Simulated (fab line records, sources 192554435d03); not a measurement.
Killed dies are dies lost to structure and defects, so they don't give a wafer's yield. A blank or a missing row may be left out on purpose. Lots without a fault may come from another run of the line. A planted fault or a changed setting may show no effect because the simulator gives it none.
Chamber matching | flow n5_finfet | N5_FIN_SAQP_MANDREL_ETCH_22 on rie_si-03: 4 sister chambers
The step etches a-Si in HBr/Cl2, stops on SiNx, target depth 60 nm, bt time 10 s, time 30 s. 8 wafers are shown with their chamber, then 7 later ones without.

WAFERS WITH THEIR CHAMBER
wafer  | chamber | drypump_motor_current_A (A) | oes_product_au (a.u.)
L082.6 | 2       | 5.0                         | 0.795
L087.4 | 2       | 4.9                         | 0.801
L087.6 | 1       | 5.5                         | 0.784
L089.4 | 3       | 5.3                         | 0.748
L089.5 | 0       | 5.6                         | 0.751
L089.6 | 1       | 5.5                         | 0.777
L090.1 | 3       | 5.2                         | 0.758
L090.3 | 0       | 5.7                         | 0.752

WAFERS WITHOUT THEIR CHAMBER
wafer  | drypump_motor_current_A (A) | oes_product_au (a.u.)
L090.5 | 4.9                         | 0.797
L091.1 | 4.9                         | 0.791
L091.2 | 5.2                         | 0.758
L091.3 | 5.6                         | 0.770
L093.2 | 5.6                         | 0.751
L093.5 | 5.6                         | 0.769
L093.6 | 5.4                         | 0.772

WHICH CHAMBER EACH WENT THROUGH
wafer  | from the rows above     | in truth
L090.5 | 2                       | 2
L091.1 | 2                       | 2
L091.2 | 3                       | 3
L091.3 | can't be placed: 1 or 0 | 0
L093.2 | 0                       | 0
L093.5 | can't be placed: 1 or 0 | 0
L093.6 | 1                       | 1
Placed correctly: 5 of 7. Can't be placed from these rows: 2 (the true chamber is among the candidates in 2). Placed wrongly: 0.
How it was worked out, from the rows above alone: a wafer's distance from a chamber is the root of the sum, over the readings, of the square of ((its reading less the chamber's mean) divided by the reading's scatter). The wafer belongs to the nearest chamber; if the next one is less than 2 further off, it can't be placed. A chamber's mean is the mean of its shown wafers. The scatter: the root of (the sum of the squares of (reading less its chamber's mean) over the shown wafers, divided by (wafers less chambers)).
